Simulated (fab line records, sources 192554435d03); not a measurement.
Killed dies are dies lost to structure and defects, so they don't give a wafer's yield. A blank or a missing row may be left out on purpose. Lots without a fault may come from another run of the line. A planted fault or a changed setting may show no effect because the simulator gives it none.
Chamber matching | flow n5_finfet | N5_BEOL_M4_PECVD_72 on pecvd-03: 3 sister chambers
The step deposits SiO2 from TEOS/O2, target thk 16 nm, time 18 s. 3 wafers are shown with their chamber, then 12 later ones without.

WAFERS WITH THEIR CHAMBER
wafer  | chamber | showerhead_plenum_p_Torr (Torr)
L084.6 | 1       | 8.83
L090.3 | 0       | 8.90
L090.5 | 2       | 8.91

WAFERS WITHOUT THEIR CHAMBER
wafer  | showerhead_plenum_p_Torr (Torr)
L089.1 | 8.91
L089.4 | 8.91
L089.5 | 8.89
L091.2 | 8.89
L091.3 | 8.84
L091.6 | 8.89
L092.1 | 8.85
L092.2 | 8.90
L092.3 | 8.94
L093.3 | 8.87
L093.4 | 8.90
L093.6 | 8.85

WHICH CHAMBER EACH WENT THROUGH
wafer  | from the rows above          | in truth
L089.1 | can't be placed: 2 or 0      | 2
L089.4 | can't be placed: 2 or 0      | 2
L089.5 | can't be placed: 0 or 2      | 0
L091.2 | can't be placed: 0 or 2      | 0
L091.3 | 1                            | 1
L091.6 | can't be placed: 0 or 2      | 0
L092.1 | can't be placed: 1 or 0      | 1
L092.2 | can't be placed: 0 or 2      | 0
L092.3 | can't be placed: 2 or 0      | 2
L093.3 | can't be placed: 0 or 1 or 2 | 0
L093.4 | can't be placed: 0 or 2      | 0
L093.6 | can't be placed: 1 or 0      | 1
Placed correctly: 1 of 12. Can't be placed from these rows: 11 (the true chamber is among the candidates in 11). Placed wrongly: 0.
How it was worked out, from the rows above alone: a wafer's distance from a chamber is the root of the sum, over the readings, of the square of ((its reading less the chamber's mean) divided by the reading's scatter). The wafer belongs to the nearest chamber; if the next one is less than 2 further off, it can't be placed. A chamber's mean is the mean of its shown wafers. The scatter: with one shown wafer a chamber, the root of the mean of the squares of how far each hidden wafer lies from its nearest shown one.
